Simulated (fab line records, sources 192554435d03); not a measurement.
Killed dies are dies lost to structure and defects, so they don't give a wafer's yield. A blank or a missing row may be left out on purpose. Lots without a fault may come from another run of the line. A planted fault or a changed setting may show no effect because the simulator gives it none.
Which tool did it? | flow n5_finfet | 12 lots, 36 wafers sampled, at 5 steps of a route of 1938

WHAT THE GAUGES READ, wafer by wafer
N5_MOL_CONTACT_COAG_THK_MEAS_29.
lot  | measured     | on            | MD_CAP_THK (nm)
L493 | day 4 22:03  | film_metro-01 | 17.88 17.85 17.89
L494 | day 5 11:32  | film_metro-01 | 17.86 18.03 17.88
L496 | day 5 18:29  | film_metro-02 | 17.91 17.96 17.94
L497 | day 6 04:13  | film_metro-01 | 17.87 18.08 17.87
L498 | day 6 08:23  | film_metro-02 | 17.95 17.87 18.07
L500 | day 6 16:25  | film_metro-02 | 17.97 17.76 17.93
L507 | day 8 11:41  | film_metro-02 | 17.78 17.90 17.90
L509 | day 9 00:46  | film_metro-01 | 18.05 17.98 18.09
L510 | day 9 05:03  | film_metro-01 | 17.99 17.91 18.07
L511 | day 9 13:41  | film_metro-02 | 17.86 17.99 17.93
L513 | day 10 03:49 | film_metro-01 | 17.97 18.00 17.99
L514 | day 10 04:01 | film_metro-02 | 18.00 18.06 17.95

N5_MOL_CONTACT_COAG_THK_MEAS_53.
lot  | measured     | on            | VIA_MOL_THK (nm)
L493 | day 5 03:31  | film_metro-01 | 44.1 42.6 43.3
L494 | day 5 15:42  | film_metro-01 | 43.7 44.2 43.9
L496 | day 5 22:20  | film_metro-01 | 43.3 44.0 43.3
L497 | day 6 08:10  | film_metro-02 | 47.5 44.7 44.6
L498 | day 6 12:24  | film_metro-02 | 43.6 47.4 45.0
L500 | day 6 21:58  | film_metro-02 | 43.2 47.9 44.4
L507 | day 8 16:55  | film_metro-02 | 43.7 43.3 44.4
L509 | day 9 06:07  | film_metro-02 | 43.8 43.5 44.2
L510 | day 9 09:07  | film_metro-02 | 43.4 43.8 43.8
L511 | day 9 18:48  | film_metro-02 | 43.6 43.6 44.4
L513 | day 10 10:59 | film_metro-01 | 43.7 43.2 43.6
L514 | day 10 11:19 | film_metro-02 | 44.0 43.4 44.2

WHICH TOOL RAN EACH LOT (tool, then ch and the chambers of the sampled wafers, then the start)
lot  | N5_MOL_CONTACT_COAG_ANNEAL_113  | N5_MOL_CONTACT_COAG_ALD_27        | N5_MOL_CONTACT_COAG_PECVD_31
L493 | rtp_anneal-01 ch 0, day 4 17:22 | ald_sin-01 ch 1,3, day 4 20:11    | pecvd-04 ch 1,2, day 4 23:41
L494 | rtp_anneal-02 ch 0, day 5 06:31 | ald_sin-01 ch 0,1,3, day 5 09:40  | pecvd-01 ch 0,1,2, day 5 12:04
L496 | rtp_anneal-02 ch 0, day 5 13:11 | ald_sin-01 ch 1,3, day 5 16:38    | pecvd-01 ch 0,1, day 5 19:02
L497 | rtp_anneal-01 ch 0, day 5 22:13 | ald_sin-01 ch 0,2, day 6 02:22    | pecvd-01 ch 0,1,2, day 6 04:46
L498 | rtp_anneal-01 ch 0, day 6 03:47 | ald_sin-04 ch 0,2,3, day 6 06:31  | pecvd-01 ch 1,2, day 6 08:55
L500 | rtp_anneal-01 ch 0, day 6 12:06 | ald_sin-04 ch 0,2,3, day 6 14:21  | pecvd-01 ch 0,1,2, day 6 16:57
L507 | rtp_anneal-02 ch 0, day 8 05:49 | ald_sin-03 ch 0,2,3, day 8 09:49  | pecvd-02 ch 0,1,2, day 8 12:13
L509 | rtp_anneal-02 ch 0, day 8 18:52 | ald_sin-03 ch 1,2, day 8 22:50    | pecvd-04 ch 0,2, day 9 01:19
L510 | rtp_anneal-02 ch 0, day 9 00:42 | ald_sin-04 ch 1,2,3, day 9 03:11  | pecvd-01 ch 0,2, day 9 05:35
L511 | rtp_anneal-01 ch 0, day 9 09:26 | ald_sin-01 ch 2,3, day 9 11:49    | pecvd-02 ch 0,2, day 9 14:40
L513 | rtp_anneal-01 ch 0, day 9 22:20 | ald_sin-04 ch 2,3, day 10 01:57   | pecvd-01 ch 0,1, day 10 05:14
L514 | rtp_anneal-01 ch 0, day 9 22:57 | ald_sin-03 ch 0,1,2, day 10 02:09 | pecvd-02 ch 0,2, day 10 05:19
- N5_MOL_CONTACT_COAG_ANNEAL_113: time 300 s.
- N5_MOL_CONTACT_COAG_ALD_27: deposits SiOC, target thk 17 nm, pulse time 1.5 s, time 2720 s.
- N5_MOL_CONTACT_COAG_PECVD_31: deposits SiO2 from TEOS/O2, target thk 46 nm, time 8.9 s.

WHAT THE TOOLS THEMSELVES READ (means of the sampled wafers that have a number; where no wafer has one, the mark that the record gives instead)
N5_MOL_CONTACT_COAG_ANNEAL_113.
lot  | tool          | lamp_power_pct (%) | lamp_zone_4_pct (%) | lamp_zone_5_pct (%) | wafer_temp_C_max
L493 | rtp_anneal-01 | 2.46               | 2.46                | 2.46                | 401.4
L494 | rtp_anneal-02 | 2.66               | 2.66                | 2.66                | 401.5
L496 | rtp_anneal-02 | 2.66               | 2.66                | 2.67                | 401.6
L497 | rtp_anneal-01 | 2.46               | 2.46                | 2.46                | 401.2
L498 | rtp_anneal-01 | 2.46               | 2.46                | 2.46                | 400.8
L500 | rtp_anneal-01 | 2.46               | 2.46                | 2.46                | 401.2
L507 | rtp_anneal-02 | 2.66               | 2.66                | 2.67                | 401.9
L509 | rtp_anneal-02 | 2.66               | 2.66                | 2.66                | 402.1
L510 | rtp_anneal-02 | 2.66               | 2.66                | 2.66                | 401.8
L511 | rtp_anneal-01 | 2.46               | 2.46                | 2.46                | 401.3
L513 | rtp_anneal-01 | 2.46               | 2.46                | 2.46                | 401.3
L514 | rtp_anneal-01 | 2.46               | 2.46                | 2.46                | 401.2

N5_MOL_CONTACT_COAG_ALD_27.
lot  | tool       | heater_power_w (W) | precursor_pulse_height_rel
L493 | ald_sin-01 | 779                | 0.988
L494 | ald_sin-01 | 795                | 1.019
L496 | ald_sin-01 | 813                | 0.990
L497 | ald_sin-01 | 831                | 0.983
L498 | ald_sin-04 | 820                | 1.011
L500 | ald_sin-04 | 803                | 1.001
L507 | ald_sin-03 | 865                | 0.997
L509 | ald_sin-03 | 900                | 0.991
L510 | ald_sin-04 | 790                | 1.001
L511 | ald_sin-01 | 836                | 1.009
L513 | ald_sin-04 | 801                | 1.008
L514 | ald_sin-03 | 855                | 1.028

N5_MOL_CONTACT_COAG_PECVD_31.
lot  | tool     | susceptor_temp_C (C)
L493 | pecvd-04 | 399.97
L494 | pecvd-01 | 399.93
L496 | pecvd-01 | 399.62
L497 | pecvd-01 | 394.67
L498 | pecvd-01 | 394.94
L500 | pecvd-01 | 394.51
L507 | pecvd-02 | 399.98
L509 | pecvd-04 | 399.95
L510 | pecvd-01 | 399.95
L511 | pecvd-02 | 399.93
L513 | pecvd-01 | 400.10
L514 | pecvd-02 | 400.25

THE ANSWER, worked out from the rows above alone
Rule: what is usual is taken from the lots themselves. Put in order of their means at a reading, lots are off if they are a third of the lots or fewer, leave a main group of 4 or more, and stand apart from it by a gap of 3 or more times the standard deviation of the main group's means; of several such gaps the widest counts. A main group whose means are all the same, to the digits that the tables above print for the reading, isn't used. A lot without any number at a reading at which 4 lots or more have one is off too. The other lots that the step has rows for count as sound. The gauges are gone through in route order, then the tools' own readings, and for those a lot's mean is taken as printed above. The first step at which some lot is off is used, and at that step the reading that is off furthest; a lot without a number counts as furthest.
Off: L497, L498, L500, at N5_MOL_CONTACT_COAG_THK_MEAS_53 (VIA_MOL_THK). The main group: mean 43.7 nm, standard deviation 0.19.
A tool fits if, at a process step before that reading, it ran every lot that is off, and no sound lot after the first of them. The gauges at N5_MOL_CONTACT_COAG_THK_MEAS_53 aren't tried: what is off there is off at N5_MOL_CONTACT_COAG_PECVD_31 too, on other tools, and a gauge's error can't cause that. None of those tried fits.

WHAT THE SIMULATOR HAD PUT IN
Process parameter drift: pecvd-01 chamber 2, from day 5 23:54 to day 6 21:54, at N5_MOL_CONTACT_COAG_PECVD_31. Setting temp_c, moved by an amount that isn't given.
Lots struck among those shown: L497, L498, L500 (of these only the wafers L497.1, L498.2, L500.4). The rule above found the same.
